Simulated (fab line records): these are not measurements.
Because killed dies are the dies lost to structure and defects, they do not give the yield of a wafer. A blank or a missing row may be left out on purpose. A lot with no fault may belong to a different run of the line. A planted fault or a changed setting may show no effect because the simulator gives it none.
The tool behind it: which one? + flow n5Finfet + Sampling: 11 lots, 33 wafers, 5 of 1938 route steps

== WHAT THE GAUGES READ, wafer by wafer ==
Not one reading of a measure or inspect step in the record can be checked against a usual standard deviation.

== WHAT TOOL EACH LOT RAN ON (gives the tool, then ch and the chambers of the sampled wafers, and finally the start) ==
| lot  | N5_BEOL_M9_CVD_78               | N5_PASSIVATION_AL_DEP_21    | N5_PASSIVATION_STRIP_34           | N5_PASSIVATION_STRIP_48           | N5_PASSIVATION_PROBE_49 |
|------|---------------------------------|-----------------------------|-----------------------------------|-----------------------------------|-------------------------|
| L951 | cvdCo-02 ch 0,1,2, day 12 19:38 | pvdSputter-03, day 15 06:41 | rieDiel-06 ch 0,1,2, day 15 08:33 | rieDiel-06 ch 0,3, day 15 10:17   | -                       |
| L949 | cvdCo-02 ch 0,1, day 12 20:09   | pvdSputter-02, day 14 23:41 | rieDiel-01 ch 0,1,2, day 15 00:56 | rieDiel-01 ch 0,3, day 15 02:50   | -                       |
| L952 | cvdCo-02 ch 0,1, day 12 23:14   | pvdSputter-03, day 15 07:22 | rieDiel-06 ch 0,1,2, day 15 08:40 | rieDiel-01 ch 0,2,3, day 15 10:38 | -                       |
| L958 | cvdCo-02 ch 0,1, day 14 17:28   | pvdSputter-01, day 16 19:35 | rieDiel-04 ch 0,1, day 16 20:50   | rieDiel-04 ch 0,1, day 16 22:38   | prober-02, day 17 01:11 |
| L961 | cvdCo-02 ch 0,2, day 15 03:48   | pvdSputter-03, day 17 06:03 | rieDiel-06 ch 2,3, day 17 07:20   | rieDiel-06 ch 2,3, day 17 09:19   | prober-02, day 17 11:52 |
| L963 | cvdCo-01 ch 0,1, day 16 09:19   | pvdSputter-03, day 19 00:28 | rieDiel-06 ch 1,2, day 19 01:43   | rieDiel-01 ch 0,1,3, day 19 03:31 | -                       |
| L966 | cvdCo-01 ch 0,1,2, day 16 12:37 | pvdSputter-02, day 18 21:28 | rieDiel-04 ch 1,2, day 18 23:00   | rieDiel-01 ch 0,3, day 19 01:04   | prober-01, day 19 03:37 |
| L969 | cvdCo-02 ch 0,1,2, day 17 15:50 | pvdSputter-01, day 20 01:20 | rieDiel-06 ch 0,1,2, day 20 02:57 | rieDiel-06 ch 0,1,2, day 20 05:01 | -                       |
| L968 | cvdCo-02 ch 0,1, day 17 22:37   | pvdSputter-02, day 19 23:59 | rieDiel-06 ch 0,1,3, day 20 01:10 | rieDiel-04 ch 0,1,2, day 20 03:00 | -                       |
| L970 | cvdCo-02 ch 0,1,2, day 18 06:31 | pvdSputter-01, day 20 07:43 | rieDiel-04 ch 1,2,3, day 20 09:01 | rieDiel-06 ch 0,3, day 20 10:42   | -                       |
| L967 | cvdCo-02 ch 0,1,2, day 18 11:45 | pvdSputter-03, day 20 17:17 | rieDiel-04 ch 2,3, day 20 18:27   | rieDiel-04 ch 0,3, day 20 20:08   | -                       |
- N5_BEOL_M9_CVD_78: deposits Co from CCTBA/H2, target thk 2 nm, time 138.9 s.
- N5_PASSIVATION_AL_DEP_21: deposits Al, target thk 2800 nm, time 170 s.
- N5_PASSIVATION_STRIP_34: strips in O2.
- N5_PASSIVATION_STRIP_48: strips in O2.
- N5_PASSIVATION_PROBE_49

== AS READ BY THE TOOLS THEMSELVES (means over the sampled wafers that have a number; for cases with no such wafer, the mark the record gives instead) ==
N5_PASSIVATION_AL_DEP_21. Usual: throttleValvePct 29.6 %, standard deviation 1.
| lot  | tool          | throttleValvePct (%) | flag |
|------|---------------|----------------------|------|
| L951 | pvdSputter-03 | 30.0                 |      |
| L949 | pvdSputter-02 | 29.5                 |      |
| L952 | pvdSputter-03 | 28.2                 |      |
| L958 | pvdSputter-01 | 29.5                 |      |
| L961 | pvdSputter-03 | 29.7                 |      |
| L963 | pvdSputter-03 | 29.7                 |      |
| L966 | pvdSputter-02 | 29.8                 |      |
| L969 | pvdSputter-01 | 29.5                 |      |
| L968 | pvdSputter-02 | 29.7                 |      |
| L970 | pvdSputter-01 | 28.6                 |      |
| L967 | pvdSputter-03 | 29.6                 |      |

N5_PASSIVATION_STRIP_34. Usual: drypumpMotorCurrentA 5.8 A, standard deviation 0.4; o2FlowSccm 225.1 sccm, standard deviation 0.65; oesProductAu 0.79 a.u., standard deviation 0.087; rfVppV 3.6 V, standard deviation 1.6; showerheadPlenumPTorr 2.11 Torr, standard deviation 0.051; throttleValvePct 16.70 %, standard deviation 0.19.
| lot  | tool       | drypumpMotorCurrentA (A) | o2FlowSccm (sccm) | oesProductAu (a.u.) | rfVppV (V) | showerheadPlenumPTorr (Torr) | throttleValvePct (%) | flag |
|------|------------|--------------------------|-------------------|---------------------|------------|------------------------------|----------------------|------|
| L951 | rieDiel-06 | 5.6                      | 224.6             | 0.73                | 2.3        | 2.12                         | 16.80                |      |
| L949 | rieDiel-01 | 5.9                      | 225.6             | 0.78                | 2.9        | 2.11                         | 16.78                |      |
| L952 | rieDiel-06 | 5.5                      | 225.0             | 0.73                | 3.7        | 2.12                         | 16.85                |      |
| L958 | rieDiel-04 | 6.0                      | 224.7             | 0.79                | 1.9        | 2.17                         | 16.59                |      |
| L961 | rieDiel-06 | 5.4                      | 224.5             | 0.68                | 3.9        | 2.13                         | 16.77                |      |
| L963 | rieDiel-06 | 5.5                      | 224.7             | 0.84                | 4.1        | 2.11                         | 16.65                |      |
| L966 | rieDiel-04 | 5.4                      | 225.3             | 0.83                | 3.4        | 2.12                         | 16.77                |      |
| L969 | rieDiel-06 | 5.6                      | 225.5             | 0.87                | 3.0        | 2.10                         | 16.57                |      |
| L968 | rieDiel-06 | 5.9                      | 225.1             | 0.76                | 4.4        | 2.07                         | 16.75                |      |
| L970 | rieDiel-04 | 5.8                      | 224.6             | 0.84                | 3.9        | 2.12                         | 16.56                |      |
| L967 | rieDiel-04 | 5.7                      | 225.1             | 0.89                | 2.3        | 2.14                         | 16.67                |      |

N5_PASSIVATION_STRIP_48. Usual: drypumpMotorCurrentA 5.8 A, standard deviation 0.42; o2FlowSccm 225.1 sccm, standard deviation 0.7; oesProductAu 0.77 a.u., standard deviation 0.081; rfVppV 3.7 V, standard deviation 2.5; showerheadPlenumPTorr 2.12 Torr, standard deviation 0.053; throttleValvePct 16.71 %, standard deviation 0.2.
| lot  | tool       | drypumpMotorCurrentA (A) | o2FlowSccm (sccm) | oesProductAu (a.u.) | rfVppV (V) | showerheadPlenumPTorr (Torr) | throttleValvePct (%) | flag |
|------|------------|--------------------------|-------------------|---------------------|------------|------------------------------|----------------------|------|
| L951 | rieDiel-06 | 5.9                      | 225.4             | 0.69                | 3.2        | 2.07                         | 16.89                |      |
| L949 | rieDiel-01 | 5.7                      | 225.9             | 0.77                | 1.9        | 2.16                         | 16.79                |      |
| L952 | rieDiel-01 | 5.8                      | 225.2             | 0.76                | 4.6        | 2.10                         | 16.77                |      |
| L958 | rieDiel-04 | 6.0                      | 224.7             | 0.78                | 3.5        | 2.17                         | 16.59                |      |
| L961 | rieDiel-06 | 5.6                      | 225.4             | 0.69                | 2.2        | 2.11                         | 16.78                |      |
| L963 | rieDiel-01 | 5.7                      | 224.5             | 0.71                | 4.9        | 2.11                         | 16.89                |      |
| L966 | rieDiel-01 | 5.7                      | 225.3             | 0.74                | 2.4        | 2.14                         | 16.84                |      |
| L969 | rieDiel-06 | 5.6                      | 225.7             | 0.88                | 3.4        | 2.10                         | 16.59                |      |
| L968 | rieDiel-04 | 5.7                      | 224.8             | 0.78                | 4.0        | 2.13                         | 16.69                |      |
| L970 | rieDiel-06 | 5.9                      | 224.6             | 0.82                | 5.0        | 2.06                         | 16.66                |      |
| L967 | rieDiel-04 | 6.5                      | 224.3             | 0.85                | 5.9        | 2.17                         | 16.37                |      |

N5_PASSIVATION_PROBE_49. Usual: defectLimitedYield 91.2 %, standard deviation 1.3; killed_at_M0_to_M3 34, standard deviation 9.2; killed_at_M4_up 14, standard deviation 5; killedAtContacts 13, standard deviation 6.7; killedAtFrontEnd 39, standard deviation 12; killedAtOther 4, standard deviation 3.3; killedDies 104, standard deviation 15; killedOnRim 14, standard deviation 3.7; killedOpen 68, standard deviation 12; killedShort 34, standard deviation 7.5; sort_bin_5_function 5.2 %, standard deviation 0.87; sort_bin_6_memory 3.3 %, standard deviation 0.63; sortNPass 1076, standard deviation 15; sortYieldPct 91.2 %, standard deviation 1.3.
| lot  | tool      | defectLimitedYield (%) | killed_at_M0_to_M3 | killed_at_M4_up | killedAtContacts | killedAtFrontEnd | killedAtOther | killedDies | killedOnRim | killedOpen | killedShort | sort_bin_5_function (%) | sort_bin_6_memory (%) | sortNPass | sortYieldPct (%) | flag |
|------|-----------|------------------------|--------------------|-----------------|------------------|------------------|---------------|------------|-------------|------------|-------------|-------------------------|-----------------------|-----------|------------------|------|
| L958 | prober-02 | 84.2                   | 22                 | 106             | 16               | 41               | 1             | 186        | 16          | 69         | 26          | 9.6                     | 4.0                   | 994       | 84.2             | OFF  |
| L961 | prober-02 | 84.6                   | 24                 | 100             | 17               | 36               | 5             | 182        | 14          | 55         | 35          | 9.3                     | 3.5                   | 998       | 84.6             | OFF  |
| L966 | prober-01 | 92.1                   | 35                 | 16              | 12               | 26               | 4             | 93         | 11          | 66         | 23          | 4.7                     | 2.8                   | 1087      | 92.1             |      |

== THE ANSWER, worked out from the rows above alone ==
Rule: lot off if the mean of its wafers having a number is beyond 3 standard deviations from the usual mean. A lot without any number at a reading at which 4 lots or more have one is off too. Any other lot the step has rows for is counted as sound. First the gauges in route order, then the tools' own readings, where a lot's mean is used as printed above. At the first step where some lot is off, the reading lying furthest off is the one used; lots without a number count as furthest.
Off: L958, L961, at N5_PASSIVATION_PROBE_49 (killed_at_M4_up). Neither off nor sound, because the step has no rows for them: L951, L949, L952, L963, L969, L968, L970, L967.
A tool fits if, at that step or a process step before it, it ran every lot that is off, and no sound lot after the first of them. Can't be told from this: 2 tools fit, cvdCo-02 at N5_BEOL_M9_CVD_78, prober-02 at N5_PASSIVATION_PROBE_49.

== WHAT WAS PUT IN BY THE SIMULATOR ==
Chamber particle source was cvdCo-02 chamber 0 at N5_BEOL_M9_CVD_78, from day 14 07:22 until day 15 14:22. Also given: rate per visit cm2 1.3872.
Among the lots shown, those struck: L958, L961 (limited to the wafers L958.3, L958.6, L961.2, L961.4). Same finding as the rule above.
